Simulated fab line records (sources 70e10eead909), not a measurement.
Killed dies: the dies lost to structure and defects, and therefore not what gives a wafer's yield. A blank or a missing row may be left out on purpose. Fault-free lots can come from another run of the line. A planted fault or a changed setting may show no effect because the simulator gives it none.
Struck lot and sound lot, side by side    flow nand_harc    15 steps out of a route of 1302
Sound: these wafers, L707.3, L707.4, L707.6. Wafers L695.1, L695.2, L695.4 were the ones struck. At the end, the cause is stated.
Per side, at each step with rows, come the tool, then ch with its chambers, and then its first start. Under that, the readings that differ: sound wafers    struck wafers    difference of the means    sigmas: that difference in standard deviations of wafers without a fault.
alike: readings with means less than 2 such deviations apart, plus words and numbers identical on both sides. not compared: withheld readings, readings lacking a value on some wafer, bounds such as >300 that could conceal the same value, and numbers that have no deviation in the record and whose values overlap.
The two part at a step that has a row with sigmas, a row that says differs or no value, or rows on one side only. Numbers that don't overlap but have no deviation are shown without sigmas and don't part them. Lack of a reading on every wafer of one side parts them only where that side has two or more wafers.

first, 2 steps without rows for these wafers: NHARC_P_GATE_DESCUM_31 (chemistry O2, time 3 s); NHARC_P_GATE_ETCH_104 (etches the open film in CF4/CHF3, target depth 60 nm).
NHARC_P_GATE_HM_OPEN_105: chemistry O2/COS, target depth 360 nm.
  sound: rie_diel-01 ch 0,2,3; struck: rie_diel-01 ch 1,2,3
reading                sound              struck             difference  sigmas
oes_product_au (a.u.)  0.991 0.998 0.999  1.009 1.020 1.005  +0.015      +2
  alike: drypump_motor_current_A, rf_vpp_V, showerhead_plenum_p_Torr, throttle_valve_pct
  not compared: rf_hours_counter_h
then, 1 step without rows for these wafers: NHARC_P_GATE_STRIP_106 (strips in O2/COS).
NHARC_P_GATE_ETCH_114: etches the open film in CF4/O2, target depth 30 nm, overetch 3 nm, time 16.5 s.
  sound: rie_diel-01 ch 2,3; struck: rie_diel-01 ch 0,1,2
  alike: drypump_motor_current_A, oes_product_au, rf_vpp_V, showerhead_plenum_p_Torr, throttle_valve_pct
  not compared: rf_hours_counter_h
NHARC_P_GATE_ETCH_32: etches the open film in HBr/Cl2, target depth 150 nm, time 100.1 s.
  sound on rie_si-05 ch 0,1,2, day 12 21:06; struck on rie_si-05 ch 0,1,3, day 8 11:16
  alike: drypump_motor_current_A, oes_product_au, throttle_valve_pct
  not compared: rf_hours_counter_h
NHARC_P_GATE_STRIP_108: strips in O2.
  sound on rie_diel-01 ch 0,1,3, day 12 21:17; struck on rie_diel-01 ch 0,1,2, day 8 11:28
  alike: drypump_motor_current_A, oes_product_au, rf_vpp_V, showerhead_plenum_p_Torr, throttle_valve_pct
  not compared: rf_hours_counter_h
NHARC_P_GATE_CD_MEAS_33:
  struck on cd_sem-01, day 8 11:38; sound on cd_sem-01, day 12 21:26
  alike: cd_nm
then, 3 steps without rows for these wafers: NHARC_P_GATE_STRIP_35 (strips in SPM, time 600 s); NHARC_P_GATE_PRECLEAN_73 (cleans in SC1); NHARC_P_GATE_SRD_74.
NHARC_P_GATE_ALD_36: deposits SiNx, target thk 20 nm, pulse time 60 s, ald cycles 223.
  sound on ald_sin-03 ch 0,2, day 12 21:53; struck on ald_sin-01 ch 0,2,3, day 8 12:05
  alike: heater_power_outer_w, heater_power_w, precursor_pulse_height_rel
NHARC_P_GATE_ETCHBACK_37: etches the open film in CHF3/O2, target depth 34.5 nm, time 17.2 s.
  sound on rie_diel-12 ch 1,2,3, day 13 07:31; struck on rie_diel-12 ch 1,2,3, day 8 21:34
  no value came back on the struck wafers for any of 7 readings (bias_w (W), chamber_pressure_mTorr (mTorr) and others); on the sound wafers bias_w (W) reads 200.2 199.8 199.2
  not compared: rf_hours_counter_h
then, 1 step without rows for these wafers: NHARC_P_GATE_STRIP_101 (strips in O2, time 20 s).
-- break in the record here, with 19 days between the starts of the struck wafers on either side (left off in module P_GATE, picked up again in module END, where the first step shown is number 1302 on the route) --
NHARC_END_SORT_01:
  at this point the record logs the struck wafers (prober-01 ch 0, day 27 20:34) and has no rows for the sound ones

## WHERE THEY PART
First at NHARC_P_GATE_HM_OPEN_105; last, within this record, at NHARC_END_SORT_01.

WHY: what had been put in by the simulator
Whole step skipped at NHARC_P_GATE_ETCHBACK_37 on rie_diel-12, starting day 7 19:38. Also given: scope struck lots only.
